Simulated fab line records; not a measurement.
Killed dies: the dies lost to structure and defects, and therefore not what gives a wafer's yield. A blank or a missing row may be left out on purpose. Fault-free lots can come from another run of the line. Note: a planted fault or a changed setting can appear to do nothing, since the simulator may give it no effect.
Matching of chambers :: flow n5-finfet :: N5_BEOL_M1_ETCH_69 on rie-diel-02: 4 sister chambers
The step etches SiARC in CF4, target depth 15.6 nm, time 26 s. 8 wafers are shown with their chamber, then 8 later ones without.

== WAFERS WITH THEIR CHAMBER ==
wafer: L086.6
chamber: 2
throttle-valve-pct (%): 15.72
etch-rf-on-time-s (s): 24.3

wafer: L088.2
chamber: 0
throttle-valve-pct (%): 15.45
etch-rf-on-time-s (s): 26.7

wafer: L088.6
chamber: 1
throttle-valve-pct (%): 15.40
etch-rf-on-time-s (s): 24.6

wafer: L090.3
chamber: 1
throttle-valve-pct (%): 15.42
etch-rf-on-time-s (s): 24.8

wafer: L090.5
chamber: 0
throttle-valve-pct (%): 15.42
etch-rf-on-time-s (s): 26.9

wafer: L091.1
chamber: 2
throttle-valve-pct (%): 15.72
etch-rf-on-time-s (s): 24.1

wafer: L091.5
chamber: 3
throttle-valve-pct (%): 15.77
etch-rf-on-time-s (s): 27.5

wafer: L094.4
chamber: 3
throttle-valve-pct (%): 15.79
etch-rf-on-time-s (s): 27.6

== WAFERS WHOSE CHAMBER IS MISSING ==
wafer: L094.5
throttle-valve-pct (%): 15.77
etch-rf-on-time-s (s): 27.8

wafer: L094.6
throttle-valve-pct (%): 15.44
etch-rf-on-time-s (s): 26.6

wafer: L095.2
throttle-valve-pct (%): 15.76
etch-rf-on-time-s (s): 24.1

wafer: L095.4
throttle-valve-pct (%): 15.78
etch-rf-on-time-s (s): 27.5

wafer: L095.5
throttle-valve-pct (%): 15.75
etch-rf-on-time-s (s): 24.2

wafer: L097.1
throttle-valve-pct (%): 15.44
etch-rf-on-time-s (s): 24.7

wafer: L097.4
throttle-valve-pct (%): 15.80
etch-rf-on-time-s (s): 27.4

wafer: L097.6
throttle-valve-pct (%): 15.80
etch-rf-on-time-s (s): 27.7

== EACH ONE'S CHAMBER ==
wafer: L094.5
from the rows above: 3
in truth: 3

wafer: L094.6
from the rows above: 0
in truth: 0

wafer: L095.2
from the rows above: 2
in truth: 2

wafer: L095.4
from the rows above: 3
in truth: 3

wafer: L095.5
from the rows above: 2
in truth: 2

wafer: L097.1
from the rows above: 1
in truth: 1

wafer: L097.4
from the rows above: 3
in truth: 3

wafer: L097.6
from the rows above: 3
in truth: 3
Correct placement for 8 of the 8. Not placeable from these rows: 0. Number placed wrongly: 0.
How it was worked out, from the rows above alone: a wafer's distance from a chamber is the root of the sum, over the readings, of the square of ((its reading less the chamber's mean) divided by the reading's scatter). If the next closest chamber is less than 2 further off than the closest, the wafer can't be placed; otherwise it belongs to the closest. The mean given for a chamber averages the wafers shown for that chamber. The scatter: take each reading less its chamber's mean, square it, sum over the shown wafers, divide by the number of wafers less the number of chambers, and take the root.
